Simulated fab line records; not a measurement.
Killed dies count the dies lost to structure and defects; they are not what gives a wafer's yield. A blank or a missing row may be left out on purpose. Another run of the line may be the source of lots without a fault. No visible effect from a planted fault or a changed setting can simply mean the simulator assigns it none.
Chamber matching ; flow n5_finfet ; N5_BEOL_M0_SAQP_SPACER1_ALD_98 on ald_sin-04: 4 sister chambers
The step deposits SiO2, target thk 12.8 nm, pulse time 1 s, purge time 2 s. 8 wafers are shown with their chamber, then 10 later ones without.

WAFERS WITH THEIR CHAMBER
wafer;chamber;heater_power_w (W);precursor_pulse_height_rel
L092.1;3;464;0.977
L092.3;2;359;0.962
L092.5;0;410;0.999
L093.1;3;464;1.018
L093.2;1;470;1.022
L093.3;2;365;1.021
L093.4;0;409;1.051
L093.5;1;448;1.010

WAFERS WHOSE CHAMBER IS MISSING
wafer;heater_power_w (W);precursor_pulse_height_rel
L093.6;400;1.035
L094.3;468;1.015
L094.4;360;1.000
L094.5;359;1.022
L095.1;361;1.005
L095.2;471;1.011
L095.6;414;0.979
L097.1;474;1.013
L097.2;408;1.008
L097.5;368;0.975

EACH ONE'S CHAMBER
wafer;from the rows above;in truth
L093.6;0;0
L094.3;can't be placed: 3 or 1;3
L094.4;2;2
L094.5;2;2
L095.1;2;2
L095.2;can't be placed: 3 or 1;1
L095.6;0;0
L097.1;can't be placed: 3 or 1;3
L097.2;0;0
L097.5;2;2
7 of 10 placed correctly. From these rows, 3 cannot be placed; in 3 the true chamber is one of the candidates. Number placed wrongly: 0.
How it was worked out, from the rows above alone: a wafer's distance from a chamber is the root of the sum, over the readings, of the square of ((its reading less the chamber's mean) divided by the reading's scatter). If the next closest chamber is less than 2 further off than the closest, the wafer can't be placed; otherwise it belongs to the closest. A chamber's mean is the mean of its shown wafers. The scatter is the square root of a quotient: the sum, over the shown wafers, of each reading's squared deviation from its chamber's mean, divided by wafers minus chambers.
